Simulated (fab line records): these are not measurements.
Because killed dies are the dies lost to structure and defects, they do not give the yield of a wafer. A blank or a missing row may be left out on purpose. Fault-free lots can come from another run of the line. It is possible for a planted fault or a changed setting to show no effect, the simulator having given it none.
fab line records    flow n5Finfet    part 2 of 2: steps 22 to 27 of 27
[record] lots = 5  wafers = 15  lastDay = 19
route steps=1938 shown BEOL_M0_SAQP@632
lots untouched by any fault: they come from a run of this same line in which no faults occurred
startH: start of the lot's first displayed wafer, in hours after the record's first day    waitH: time in hours since the lot's previous step    " repeats the value in the row above    L1.1+2: one row covering several wafers at once    - no value, or no start was given    * or withheld: withheld    < > ~ a bound
route shown NAME@n: names a module that has steps shown in the file, with the first one's number in the route    usual: mean/standard deviation taken from wafers without a fault    same: alike in all rows    chamber/n: place in a boat    sites: each site's reading    _std_site: how widely they spread, as a standard deviation    _edge_site: outer sites' mean less inner sites'    radiusMm: for every site, how far away it sits from the centre of the wafer    mask NAME#n: copy n    behind: the tool/chamber that last shaped the wafer    hold: reason for holding the lot/hours on hold/outcome of the hold    device: which transistor (n, p or np) failed to switch    end of line: tests of these same wafers at the route's end    step lacking rows: just its recipe    killed: count of dies lost to structure and defects at first sort (not the wafer's yield)    map: per-die view of a wafer (x killed, . not killed, _ where there is no die)
set.NAME: the setting the step ran with; set.NAME@STEP: the setting that earlier step ran with    model.NAME: the simulator's own value behind a step, which no gauge read
lots at some steps of the route; a table a step, a row a wafer
services: the hour from which a tool's chamber was out of use, counted from the record's first day as startH (under 0 if before that day), plus the number of hours and why
[[steps]]
[step N5_BEOL_M0_SAQP_ETCH_83]
[recipe] chemistry = CF4  target = SiARC  targetDepthA = 390  maskMaterial = CAR-ArF  timeS = 65  ionEnergyEv = 80  pressureMtorr = 40  sourceW = 545  biasW = 36  Ar_flow_sccm = 100  cf4FlowSccm = 100  ends = cleared
[usual] drypumpMotorCurrentA = 5.7/0.42  etchRfOnTimeS = 64.1/1.2  oesProductAu = 0.67/0.064  rfVppV = 184.0/1.1  showerheadPlenumPTorr = 2.14/0.059  throttleValvePct = 15.72/0.22
lot.wafer  tool        chamber  startH  waitH  drypumpMotorCurrentA  etchRfOnTimeS  oesProductAu  rfHoursCounterH  rfVppV  showerheadPlenumPTorr  throttleValvePct
L082.2     rieDiel-04  0        157.00  0.0    5.8                   64.6           0.60          211              184.4   2.13                   15.92
L082.3     "           2        "       "      5.5                   64.3           0.67          124              182.6   2.07                   15.49
L082.5     "           3        "       "      5.9                   64.7           0.61          -                184.6   2.14                   16.07
L084.1     rieDiel-05  1        169.04  0.0    5.9                   63.0           0.76          47               185.7   2.27                   15.72
L084.3     "           3        "       "      5.0                   63.7           0.75          37               184.0   2.10                   15.44
L084.6     "           1        "       "      5.9                   62.7           0.77          -                184.4   2.27                   15.73
L092.2     rieDiel-04  2        214.51  0.0    5.5                   64.7           0.65          141              183.1   2.06                   15.53
L092.4     "           1        "       "      5.7                   64.9           0.72          67               182.4   2.08                   15.54
L092.5     "           3        "       "      5.9                   64.7           0.61          -                183.0   2.13                   16.11
L094.1     rieDiel-05  3        227.51  0.0    4.9                   64.1           0.73          54               184.1   2.09                   15.48
L094.4     "           1        "       "      5.9                   63.9           0.74          64               185.3   2.26                   15.77
L094.5     "           1        "       "      5.9                   63.4           0.74          -                183.9   2.26                   15.77
L095.4     rieDiel-01  3        232.45  0.0    6.4                   65.3           0.74          45               182.8   2.11                   15.64
L095.5     "           1        "       "      6.1                   61.2           0.61          -                185.4   2.19                   15.61
L095.6     "           2        "       "      5.1                   63.5           0.71          -                185.3   2.18                   15.49
[step N5_BEOL_M0_SAQP_ETCH_84]
[recipe] chemistry = N2/H2  target = SOC  targetDepthA = 1000  overetchA = 200  maskMaterial = SiARC  tempC = 40  timeS = 150  ionEnergyEv = 200  pressureMtorr = 30  sourceW = 840  biasW = 150  n2FlowSccm = 200  h2FlowSccm = 200
[usual] drypumpMotorCurrentA = 5.7/0.42  oesProductAu = 0.70/0.067  rfVppV = 523.7/2.2  showerheadPlenumPTorr = 2.54/0.081  tempC = 39.97/0.11  throttleValvePct = 17.92/0.24
lot.wafer  tool        chamber  startH  waitH  drypumpMotorCurrentA  oesProductAu  rfHoursCounterH  rfVppV  showerheadPlenumPTorr  tempC  throttleValvePct
L082.2     rieDiel-04  0        157.05  0.0    5.8                   0.62          211              524.1   2.53                   39.99  18.18
L082.3     "           2        "       "      5.5                   0.70          124              521.0   2.44                   40.00  17.53
L082.5     "           3        "       "      5.9                   0.65          -                524.0   2.52                   40.04  18.19
L084.1     rieDiel-05  1        169.09  0.0    5.9                   0.79          47               528.6   2.70                   39.96  18.08
L084.3     "           3        "       "      5.0                   0.78          37               523.3   2.47                   39.91  17.71
L084.6     "           1        "       "      5.9                   0.79          -                528.4   2.70                   39.92  18.08
L092.2     rieDiel-04  2        214.56  0.0    5.5                   0.68          141              520.4   2.43                   39.98  17.54
L092.4     "           1        "       "      5.8                   0.75          67               521.9   2.47                   40.06  17.87
L092.5     "           3        "       "      5.9                   0.63          -                523.1   2.52                   39.96  18.20
L094.1     rieDiel-05  3        227.56  0.0    5.0                   0.76          54               522.7   2.47                   40.24  17.73
L094.4     "           1        "       "      5.9                   0.77          64               529.3   2.69                   39.97  18.11
L094.5     "           1        "       "      5.9                   0.77          -                526.7   2.69                   40.21  18.12
L095.4     rieDiel-01  3        232.50  0.0    6.4                   0.78          45               520.9   2.47                   39.95  17.68
L095.5     "           1        "       "      6.2                   0.62          -                525.9   2.61                   39.99  17.87
L095.6     "           2        "       "      5.1                   0.73          -                524.2   2.59                   39.94  17.71
[step N5_BEOL_M0_SAQP_STRIP_80]
[recipe] chemistry = N2/H2  tempC = 40  n2FlowSccm = 200  h2FlowSccm = 200  rfFrequencyHz = 6e+07
lot.wafer   tool        chamber  startH  waitH
L082.2+3+5  rieDiel-04  0,2,3    157.15  0.0
L084.1+3+6  rieDiel-05  1,3,1    169.18  0.0
L092.2+4+5  rieDiel-04  2,1,3    214.66  0.0
L094.1+4+5  rieDiel-05  3,1,1    227.65  0.0
L095.4+5+6  rieDiel-01  3,1,2    232.60  0.0
[step N5_BEOL_M0_SAQP_HM_OPEN_112]
[recipe] chemistry = CHF3/O2  target = SiO2  stopOn = a-Si  targetDepthA = 120  overEtchFrac = 1.25  maskMaterial = SOC  timeS = 13.5  pressureMtorr = 30  sourceW = 650  biasW = 170  Ar_flow_sccm = 200  CHF3_flow_sccm = 50  O2_flow_sccm = 5  ionEnergyEv = 200  ends = endPoint
[usual] O2_flow_sccm = 4.998/0.016  drypumpMotorCurrentA = 5.7/0.42  oesProductAu = 0.51/0.049  rfVppV = 521/9.8  showerheadPlenumPTorr = 2.41/0.063  throttleValvePct = 18.93/0.21
lot.wafer  tool        chamber  startH  waitH  O2_flow_sccm  drypumpMotorCurrentA  oesProductAu  rfHoursCounterH  rfVppV  showerheadPlenumPTorr  throttleValvePct
L082.2     rieDiel-04  0        157.16  0.0    4.986         5.8                   0.46          211              529     2.38                   19.06
L082.3     "           2        "       "      4.997         5.5                   0.51          124              499     2.33                   18.72
L082.5     "           3        "       "      4.989         5.8                   0.47          -                527     2.40                   19.26
L084.1     rieDiel-05  1        169.19  0.0    4.982         5.9                   0.56          47               521     2.55                   18.99
L084.3     "           3        "       "      4.994         5.0                   0.56          37               514     2.36                   18.71
L084.6     "           1        "       "      5.022         5.9                   0.58          -                520     2.55                   19.01
L092.2     rieDiel-04  2        214.67  0.0    5.019         5.5                   0.50          141              501     2.33                   18.75
L092.4     "           1        "       "      5.006         5.8                   0.55          68               520     2.34                   18.86
L092.5     "           3        "       "      5.011         5.9                   0.46          -                529     2.39                   19.27
L094.1     rieDiel-05  3        227.66  0.0    5.002         5.0                   0.54          54               515     2.36                   18.75
L094.4     "           1        "       "      4.975         5.9                   0.56          64               521     2.54                   19.04
L094.5     "           1        "       "      4.988         5.9                   0.56          -                521     2.54                   19.02
L095.4     rieDiel-01  3        232.61  0.0    4.986         6.3                   0.58          45               519     2.38                   18.96
L095.5     "           1        "       "      4.984         6.2                   0.45          -                523     2.46                   18.69
L095.6     "           2        "       "      4.984         5.1                   0.54          -                521     2.44                   18.60
[step N5_BEOL_M0_SAQP_STRIP_113]
[recipe] chemistry = CHF3/O2  resist = SiARC  rfFrequencyHz = 6e+07
lot.wafer   tool        chamber  startH  waitH
L082.2+3+5  rieDiel-04  0,2,3    157.21  0.0
L084.1+3+6  rieDiel-05  1,3,1    169.25  0.0
L092.2+4+5  rieDiel-04  2,1,3    214.72  0.0
L094.1+4+5  rieDiel-05  3,1,1    227.71  0.0
L095.4+5+6  rieDiel-01  3,1,2    232.66  0.0
[step N5_BEOL_M0_SAQP_MANDREL_ETCH_20]
[recipe] targetDepthA = 600  chemistry = HBr/Cl2  target = a-Si  stopOn = SiNx  btTimeS = 10  maskMaterial = SOC  overEtchFrac = 0.5  timeS = 30  pressureMtorr = 10  icpW = 800  biasW = 75  HBr_flow_sccm = 150  Cl2_flow_sccm = 80  ends = endPoint
[usual] drypumpMotorCurrentA = 5.8/0.36  oesProductAu = 0.777/0.014  throttleValvePct = 35.42/0.26
lot.wafer  tool      chamber  startH  waitH  drypumpMotorCurrentA  oesProductAu  rfHoursCounterH  throttleValvePct
L082.2     rieSi-03  0        157.25  0.0    6.3                   0.783         64               35.24
L082.3     "         1        "       "      5.2                   0.750         8                35.50
L082.5     "         3        "       "      5.8                   0.788         -                35.13
L084.1     rieSi-04  2        169.28  0.0    5.3                   0.745         164              35.46
L084.3     "         1        "       "      5.7                   0.779         74               35.99
L084.6     "         0        "       "      6.0                   0.777         -                35.70
L092.2     rieSi-03  0        214.75  0.0    6.3                   0.776         65               35.24
L092.4     "         2        "       "      5.8                   0.783         57               35.12
L092.5     "         3        "       "      5.8                   0.786         -                35.13
L094.1     rieSi-05  1        227.75  0.0    5.5                   0.758         6                35.39
L094.4     "         0        "       "      6.5                   0.778         149              35.55
L094.5     "         1        "       "      5.5                   0.756         -                35.40
L095.4     rieSi-05  2        232.69  0.0    5.7                   0.775         29               35.14
L095.5     "         0        "       "      6.5                   0.778         -                35.56
L095.6     "         1        "       "      5.4                   0.765         -                35.42
[[services]]
tool            chamber  startH  hours  kind
pvdSputter-02   -        134.10  2.2    repair
pvdSputter-01   -        135.91  8.5    repair
pecvd-01        2        144.47  3.6    repair
pvdSputter-03   -        147.37  0.7    repair
pecvd-04        1        148.95  6.2    repair
pecvd-01        -        152.19  0.9    repair
lithoTrack-02   -        157.06  -      consumableReplace:filter
rieDiel-01      3        160.50  4.9    repair
pecvd-03        -        162.54  6.0    pm
pecvd-04        2        167.48  -      clean
pecvd-04        2        167.48  -      consumableReplace:showerhead
pecvd-04        2        167.48  29.0   scheduledDown
arfiScanner-01  -        168.55  1.0    pm
pecvd-03        -        171.17  5.5    pm
arfiScanner-02  -        173.77  0.8    pm
rieSi-05        0        176.96  44.6   repair
arfiScanner-01  -        180.04  1.3    pm
pecvd-01        2        202.38  -      clean
pecvd-01        2        202.38  -      consumableReplace:showerhead
pecvd-01        2        202.38  29.0   scheduledDown
pecvd-01        2        202.38  29.0   ventCycle
pecvd-03        -        208.14  1.6    repair
rieDiel-04      2        222.58  4.9    repair
rieDiel-05      -        223.92  0.2    repair
